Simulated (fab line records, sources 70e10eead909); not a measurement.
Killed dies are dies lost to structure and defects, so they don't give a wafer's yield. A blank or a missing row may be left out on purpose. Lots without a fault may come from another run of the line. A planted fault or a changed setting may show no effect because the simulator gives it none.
fab line records | flow nand_harc
record lots=5 wafers=15 last_day=25
route steps=1159 shown P_M0@255
lots that met no fault: from a run of the same line without faults
start_h: hours from the record's first day to the start of the lot's first wafer shown | wait_h: hours since the lot's step before | " the same as in the row above | L1.1+2: a row that stands for several wafers | - no value, or no start given | * or withheld: withheld | < > ~ a bound
route shown NAME@n: a module of which the file shows steps, and the number in the route of the first | usual: mean/standard deviation of fault-free wafers | same: alike in all rows | chamber/n: place in a boat | sites: the reading at each site | _std_site: their standard deviation | _edge_site: outer sites' mean less inner sites' | radius_mm: how far each site lies from the wafer's centre | mask NAME#n: copy n | behind: the tool/chamber that last shaped the wafer | hold: why the lot was held/for how many hours/how that ended | device: the transistor (n, p or np) that didn't switch | end of line: the same wafers' tests at the end of the route | a step without rows: its recipe alone | killed: dies lost to structure and defects at the first sort, not the wafer's yield | map: a wafer's dies, x killed, . not, _ none there
set.NAME: the setting as run; set.NAME@STEP: as run at that earlier step | model.NAME: the simulator's own value behind a step, which no gauge read
lots at some steps of the route; a table a step, a row a wafer
services: from which hour (start_h, from the record's first day; less than 0 if before it) a tool's chamber was out of use, for how many hours, and why
## steps
# step NHARC_P_M0_HMDS_02
# recipe time_s=30
# step NHARC_P_M0_COAT_33
# recipe temp_c=200 time_s=65
# step NHARC_P_M0_COAT_03
# recipe spin_rpm=1500 resist_thk_nm=90
# step NHARC_P_M0_SOFTBAKE_04
# recipe temp_c=105 time_s=55
# step NHARC_P_M0_EBR_05
# step NHARC_P_M0_EXPOSE_06
# recipe na=1.35 target_cd_nm=90 dose_mj=81.28 mask_id=P_M0
# step NHARC_P_M0_PEB_07
# recipe peb_temp_c=100 peb_time_s=65
# step NHARC_P_M0_DEVELOP_08
# recipe develop_time_s=35 dev_temp_c=23
# step NHARC_P_M0_CD_MEAS_09
# recipe target_cd_nm=90 landing_energy_ev=500
# usual cd_nm=90.4/0.76
# columns lot.wafer tool chamber start_h wait_h cd_nm
L659.2 cd_sem-01 0 119.26 - 90.4
L659.4 " 0 " " 90.6
L659.5 " 0 " " 91.1
L664.2 cd_sem-01 0 146.48 - 90.1
L664.3 " 0 " " 90.5
L664.5 " 0 " " 89.6
L666.2 cd_sem-02 0 155.37 - 90.4
L666.5 " 0 " " 90.1
L666.6 " 0 " " 89.7
L677.2 cd_sem-03 0 223.29 - 89.1
L677.3 " 0 " " 90.6
L677.4 " 0 " " 91.6
L678.4 cd_sem-02 0 226.64 - 90.1
L678.5 " 0 " " 90.5
L678.6 " 0 " " 89.3
# step NHARC_P_M0_OVL_MEAS_10
# recipe pitch_nm=180
# usual overlay_x_nm=-0.2/0.77 overlay_y_nm=-0.1/0.71
# columns lot.wafer tool chamber start_h wait_h overlay_x_nm overlay_y_nm
L659.2 overlay-01 - 119.35 - 0.3 -0.8
L659.4 " - " " -0.3 -0.3
L659.5 " - " " -0.5 -0.7
L664.2 overlay-02 - 146.56 - -1.4 0.4
L664.3 " - " " -1.6 0.6
L664.5 " - " " -1.5 0.6
L666.2 overlay-01 - 155.46 - -0.7 -0.3
L666.5 " - " " -0.7 0.4
L666.6 " - " " -0.1 0.0
L677.2 overlay-01 - 223.39 - 0.1 0.6
L677.3 " - " " 0.1 -0.3
L677.4 " - " " 0.1 -0.5
L678.4 overlay-01 - 226.73 - 0.0 -0.1
L678.5 " - " " 0.5 -0.1
L678.6 " - " " 0.5 0.4
# step NHARC_P_M0_INSPECT_11
# usual raw_defect_count=4.0/2.4
# columns lot.wafer tool chamber start_h wait_h raw_defect_count
L659.2 defect_inspect-01 - 119.38 0.0 3
L659.4 " - " " 3
L659.5 " - " " 3
L664.2 defect_inspect-01 - 146.60 0.0 1
L664.3 " - " " 4
L664.5 " - " " 6
L666.2 defect_inspect-01 - 155.49 0.0 0
L666.5 " - " " 1
L666.6 " - " " 4
L677.2 defect_inspect-01 - 223.43 0.0 0
L677.3 " - " " 6
L677.4 " - " " 3
L678.4 defect_inspect-01 - 226.77 0.0 6
L678.5 " - " " 6
L678.6 " - " " 6
# step NHARC_P_M0_DESCUM_14
# recipe time_s=3 o2_flow_sccm=200 ar_flow_sccm=0 bias_power_w=0 chemistry=O2
# usual drypump_motor_current_A=5.8/0.39 oes_product_au=0.997/0.012 rf_vpp_V=57.9/0.93 showerhead_plenum_p_Torr=1.93/0.098 throttle_valve_pct=11.311/0.0087
# columns lot.wafer tool chamber start_h wait_h drypump_motor_current_A oes_product_au rf_hours_counter_h rf_vpp_V showerhead_plenum_p_Torr throttle_valve_pct
L659.4 rie_diel-02 3 119.45 0.1 5.6 1.002 10 58.2 1.88 11.302
L659.2 " 0 " " 5.7 0.991 9 58.8 2.01 11.311
L659.5 " 2 " " 5.5 0.985 - 57.5 2.03 11.300
L664.2 rie_diel-02 3 146.66 0.1 5.6 0.992 12 58.6 1.88 11.310
L664.3 " 2 " " 5.4 0.988 9 57.5 2.03 11.307
L664.5 " 3 " " 5.6 0.991 - 58.8 1.88 11.305
L666.2 rie_diel-09 1 155.57 0.1 6.0 1.004 3 57.4 2.04 11.318
L666.5 " 3 " " 6.0 1.019 - 57.4 1.95 11.322
L666.6 " 0 " " 6.2 0.994 - 58.0 2.02 11.339
L677.4 rie_diel-02 1 223.49 0.1 5.9 1.012 4 58.3 1.78 11.319
L677.3 " 3 " " 5.6 0.979 3 57.7 1.88 11.318
L677.2 " 0 " " 5.7 1.018 3 57.1 2.01 11.307
L678.4 rie_diel-02 1 226.84 0.1 5.9 1.013 4 56.9 1.78 11.312
L678.5 " 0 " " 5.7 1.021 - 58.6 2.01 11.305
L678.6 " 1 " " 5.9 1.012 - 57.9 1.78 11.316
# step NHARC_P_M0_ETCH_34
# recipe target_depth_a=400 overetch_a=120 time_s=43.94 ion_energy_ev=200 n2_flow_sccm=150 h2_flow_sccm=150 ar_flow_sccm=0 rf_w=400 bias_w=150 chemistry=N2/H2
# usual drypump_motor_current_A=5.8/0.4 oes_product_au=0.997/0.011 rf_vpp_V=431/3.1 run_length_s=65.5/0.43 showerhead_plenum_p_Torr=2.06/0.11 throttle_valve_pct=14.172/0.0094
# columns lot.wafer tool chamber start_h wait_h drypump_motor_current_A oes_product_au rf_hours_counter_h rf_vpp_V run_length_s showerhead_plenum_p_Torr throttle_valve_pct
L659.4 rie_diel-02 3 119.54 0.1 5.6 0.993 10 429 65.6 2.00 14.166
L659.2 " 0 " " 5.7 0.989 9 434 66.3 2.14 14.180
L659.5 " 2 " " 5.5 0.989 - 433 65.5 2.17 14.167
L664.2 rie_diel-02 1 146.75 0.1 5.9 1.005 10 427 65.8 1.90 14.164
L664.3 " 2 " " 5.4 0.989 9 434 65.5 2.17 14.178
L664.5 " 1 " " 5.9 1.005 - 425 55.1 1.90 14.167
L666.2 rie_diel-09 3 155.64 0.1 6.0 1.016 3 432 65.7 2.08 14.195
L666.5 " 2 " " 5.3 1.002 - 426 65.1 1.93 14.180
L666.6 " 3 " " 6.0 1.012 - 432 66.2 2.08 14.172
L677.3 rie_diel-02 3 223.58 0.1 5.6 0.980 3 430 65.2 2.00 14.165
L677.4 " 0 " " 5.7 1.004 3 433 65.9 2.14 14.186
L677.2 " 1 " " 5.9 0.996 4 426 65.4 1.89 14.189
L678.4 rie_diel-02 3 226.92 0.1 5.6 0.991 3 429 65.0 2.00 14.174
L678.6 " 2 " " 5.5 1.003 - 434 65.5 2.17 14.170
L678.5 " 3 " " 5.6 0.992 - 430 65.5 2.00 14.177
# step NHARC_P_M0_ETCH_15
# recipe target_depth_a=1500 overetch_a=150 time_s=82.5 c4f8_flow_sccm=withheld ar_flow_sccm=400 rf_w=600 bias_w=300 chemistry=C4F8/Ar
# usual oes_product_au=0.952/0.024 rf_vpp_V=441/3 run_length_s=104.0/0.42
# columns lot.wafer tool chamber start_h wait_h oes_product_au rf_hours_counter_h rf_vpp_V run_length_s
L659.2 rie_diel-02 1 - - 0.935 9 435 104.4
L659.4 " 2 " " 0.944 8 445 104.1
L659.5 " 2 " " 0.954 - 443 104.1
L664.2 rie_diel-02 0 - - 0.928 11 443 104.4
L664.3 " 1 " " 0.930 10 437 104.0
L664.5 " 1 " " 0.929 - 437 103.8
L666.2 rie_diel-09 3 - - 0.987 3 441 104.6
L666.6 " 0 " " 0.970 - 442 103.3
L666.5 " 1 " " 0.984 - 444 104.0
L677.3 rie_diel-02 0 - - 0.989 3 443 104.3
L677.4 " 1 " " 0.977 4 437 104.1
L677.2 " 3 " " 0.964 3 440 103.8
L678.4 rie_diel-02 1 - - 0.967 4 437 103.9
L678.6 " 2 " " 0.987 - 445 103.9
L678.5 " 3 " " 0.961 - 440 103.8
## services
# columns tool chamber start_h hours kind
rie_diel-02 3 100.88 1.5 repair
rie_diel-02 0 105.78 - clean
rie_diel-02 1 105.78 - clean
rie_diel-02 2 105.78 - clean
rie_diel-02 3 105.78 - clean
rie_diel-02 - 109.02 3.3 repair
rie_diel-02 1 129.41 9.7 repair
rie_diel-02 0 130.28 - clean
rie_diel-02 2 130.28 - clean
rie_diel-02 3 130.28 - clean
rie_diel-09 2 134.99 1.8 repair
rie_diel-02 2 136.05 7.4 repair
rie_diel-09 2 141.75 3.5 repair
rie_diel-02 - 150.70 9.0 pm
rie_diel-02 0 150.70 9.0 vent_cycle
rie_diel-02 1 150.70 9.0 vent_cycle
rie_diel-02 2 150.70 9.0 vent_cycle
rie_diel-02 3 150.70 9.0 vent_cycle
rie_diel-02 0 159.70 - clean
rie_diel-02 1 159.70 - clean
rie_diel-02 2 159.70 - clean
rie_diel-02 3 159.70 - clean
rie_diel-02 0 184.48 - clean
rie_diel-09 0 223.21 18.5 repair
## key
first_sign step=NHARC_P_M0_ETCH_34 reading=run_length_s direction=down sigmas=24 usual=* struck=*
effect none on later readings
met_at NHARC_P_M0_ETCH_34
struck_wafers L664.5
onset_between 119.54 146.75
fault kind=process_parameter_drift tool=rie_diel-02 chamber=- onset_h=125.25 steps=NHARC_P_M0_ETCH_34 channel=time_s offset=* shape=step end_h=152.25 scope=struck_wafers_only acts_in=* stated=*
